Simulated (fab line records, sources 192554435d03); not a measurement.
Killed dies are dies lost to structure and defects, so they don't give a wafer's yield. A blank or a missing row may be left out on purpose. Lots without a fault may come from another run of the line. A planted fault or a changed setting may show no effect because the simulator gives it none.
A struck lot beside a sound one | flow n5_finfet | 35 steps out of a route of 1938
Sound: wafers L808.4, L808.5, L808.6. Struck: wafer L820.4. (L820.1, L820.5 of the same lot were not struck and are left out.) The cause comes at the end.
At each step with rows: each side's tool, then ch and its chambers, then its first start. Under that, the readings that differ: sound wafers | struck wafers | difference of the means | sigmas: that difference in standard deviations of wafers without a fault.
alike: readings whose means differ by less than 2 such deviations, and words and numbers that are the same on both sides. not compared: withheld readings, readings that some wafer has no value for, bounds like >300 that may hide the same value, and numbers for which the record gives no deviation and whose values overlap.
The two part at a step that has a row with sigmas, a row that says differs or no value, or rows on one side only. Numbers that don't overlap but have no deviation are shown without sigmas and don't part them. A reading that every wafer of one side lacks parts them only if that side has two wafers or more.

first, 9 steps without rows for these wafers: N5_SD_EPI_P_EBR_05; N5_SD_EPI_P_SOFTBAKE_04 (time 60 s); N5_SD_EPI_P_EXPOSE_06 (exposes mask SD P BLK, target cd 240 nm); N5_SD_EPI_P_PEB_07 (peb time 60 s); N5_SD_EPI_P_DEVELOP_08 (develop time 30 s); N5_SD_EPI_P_DESCUM_14 (chemistry O2, time 7.9 s); N5_SD_EPI_P_ETCH_36 (etches SiARC in CF4, target depth 45.5 nm, time 75.8 s); N5_SD_EPI_P_ETCH_37 (etches SOC in N2/H2, overetch 108 nm, time 486 s); N5_SD_EPI_P_STRIP_38 (strips in N2/H2).
N5_SD_EPI_P_ETCHBACK_46: etches SiNx in CH3F/O2, stops on SiO2, target depth 17.5 nm.
  sound on rie_diel-03 ch 0,1,2, day 3 12:22; struck on rie_diel-03 ch 1, day 6 17:06
  reading                                     | sound          | struck | difference                   | sigmas
  oes_product_au (a.u.)                       | 0.67 0.81 0.60 | 0.49   | -0.20                        | -3
  rf_hours_counter_h (h)                      | - - -          | 155    | no value on the sound wafers |
  model.SiARC_of_SD_EPI_P_COAT_35.thk_nm (nm) | 15 14.8 15.2   | 11.6   | -3.4                         |
  alike: drypump_motor_current_A, oes_o_777_au, rf_vpp_V, showerhead_plenum_p_Torr, throttle_valve_pct
then, 1 step without rows for these wafers: N5_SD_EPI_P_ETCH_47 (etches SiOCN in CH3F/O2, target depth 25 nm).
N5_SD_EPI_P_ETCH_16: etches SiO2 in CHF3/O2, target depth 5 nm.
  sound on rie_diel-03 ch 0,1,2, day 3 12:32; struck on rie_diel-03 ch 1, day 6 17:18
  reading                                     | sound          | struck | difference                   | sigmas
  rf_hours_counter_h (h)                      | - - -          | 155    | no value on the sound wafers |
  model.SiARC_of_SD_EPI_P_COAT_35.thk_nm (nm) | 11.4 11.2 11.8 | 8.2    | -3.3                         |
  alike: drypump_motor_current_A, oes_o_777_au, oes_product_au, rf_vpp_V, showerhead_plenum_p_Torr, throttle_valve_pct
then, 21 steps without rows for these wafers: N5_SD_EPI_P_STRIP_50 (strips in CHF3/O2); N5_SD_EPI_P_SD_RECESS_17 (chemistry HBr/Cl2/O2, target depth 39.1 nm, bt time 3 s); N5_SD_EPI_P_WET_ETCH_45 (etches SiO2 in dHF, time 10.7 s, target depth 2 nm, rinse time 30 s); N5_SD_EPI_P_STRIP_40 (strips in N2/H2); N5_SD_EPI_P_PRECLEAN_52 (cleans in O3/DIW, time 60 s); N5_SD_EPI_P_SRD_20 (time 30 s); N5_SD_EPI_P_PRECLEAN_51 (cleans in NF3:NH3, afs cycles 1, time 20 s, sublimation time 60 s); N5_SD_EPI_P_VAPOR_ETCH_44 (etches SiGe30 in NF3/Ar, time 3.3 s); N5_SD_EPI_P_EPI_21 (deposits SiGe:B, time 355 s); N5_SD_EPI_P_HM_STRIP_48 (strips SiNx in H3PO4, material SiNx, target depth 3 nm); N5_SD_EPI_P_SRD_49 (time 30 s); N5_SD_EPI_P_PRECLEAN_24 (cleans in O3/DIW, time 45 s); N5_SD_EPI_P_PRECLEAN_32 (cleans in dHF, time 10 s); N5_SD_EPI_P_PRECLEAN_33 (cleans in SC2, time 45 s); N5_SD_EPI_P_SRD_25 (time 30 s); N5_SD_ACTIVATION_RTA_00 (time 0 s); N5_SD_ACTIVATION_LSA_01 (time 0.0008 s); N5_ILD0_LINER_00 (material SiNx, target thk 4 nm, pulse time 1 s, purge time 2 s); N5_ILD0_FCVD_FILL_01 (material SiO2 flowable, target thk 200 nm, time 328.3 s); N5_ILD0_CURE_02 (time 1800 s); N5_ILD0_CMP_03 (polishes, stops on SiNx, t overpolish 1.9 s, target thk 197.38 nm).
-- the record jumps here: 5 days lie between the struck wafers' starts before and after (it left off in module ILD0 and takes up again in module BEOL_M4, whose first step shown is number 1111 of the route) --
N5_BEOL_M4_RC_MEAS_101:
  sound on prober-01 ch 0, day 8 03:38; struck on prober-01 ch 0, day 11 06:27
  reading            | sound             | struck | difference | sigmas
  DIBL_P (mV/V)      | 34.1 36.0 33.8    | 40.0   | +5.4       | +3
  IOFF_N (nA/um)     | 0.126 0.153 0.126 | 0.189  | +0.054     | +2
  IOFF_P (nA/um)     | 0.197 0.229 0.191 | 0.383  | +0.177     | +6
  IOFF_P_85C (nA/um) | 3.4 3.8 3.3       | 5.8    | +2.3       | +5
  IOFF_P_LIN (nA/um) | 0.099 0.107 0.096 | 0.167  | +0.066     | +6
  ION_N (uA/um)      | 664 663 667       | 691    | +26        | +3
  ION_P (uA/um)      | 463 462 460       | 495    | +33        | +5
  REXT_P (ohm.um)    | 100.4 100.0 101.3 | 93.3   | -7.3       | -4
  VT_N (mV)          | 258.0 254.3 257.9 | 244.6  | -12.1      | -5
  VT_P (mV)          | -250 -247 -251    | -237   | +12        | +4
  alike: DIBL_N, SS_N, SS_P
-- the record jumps here: 4 days lie between the struck wafers' starts before and after (it left off in module BEOL_M4 and takes up again in module PASSIVATION, whose first step shown is number 1936 of the route) --
N5_PASSIVATION_PROBE_49:
  sound on prober-02, day 12 15:40; struck on prober-01, day 15 11:50
  reading                | sound    | struck | difference | sigmas
  killed_short           | 49 32 28 | 19     | -17        | -2
  sort_bin_4_leakage (%) | 0 0 0    | 0.08   | +0.08      |
  alike: defect_limited_yield, killed_at_M0_to_M3, killed_at_M4_up, killed_at_contacts, killed_at_front_end, killed_at_other, killed_dies, killed_open, sort_bin_5_function, sort_bin_6_memory, sort_n_pass, sort_yield_pct

WHERE THEY PART
First at N5_SD_EPI_P_ETCHBACK_46; last, within this record, at N5_PASSIVATION_PROBE_49.

WHY: what the simulator had put in
Process parameter drift: rie_diel-03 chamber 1, from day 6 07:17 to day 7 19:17, at N5_SD_EPI_P_ETCHBACK_46. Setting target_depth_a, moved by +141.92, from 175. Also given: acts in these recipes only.
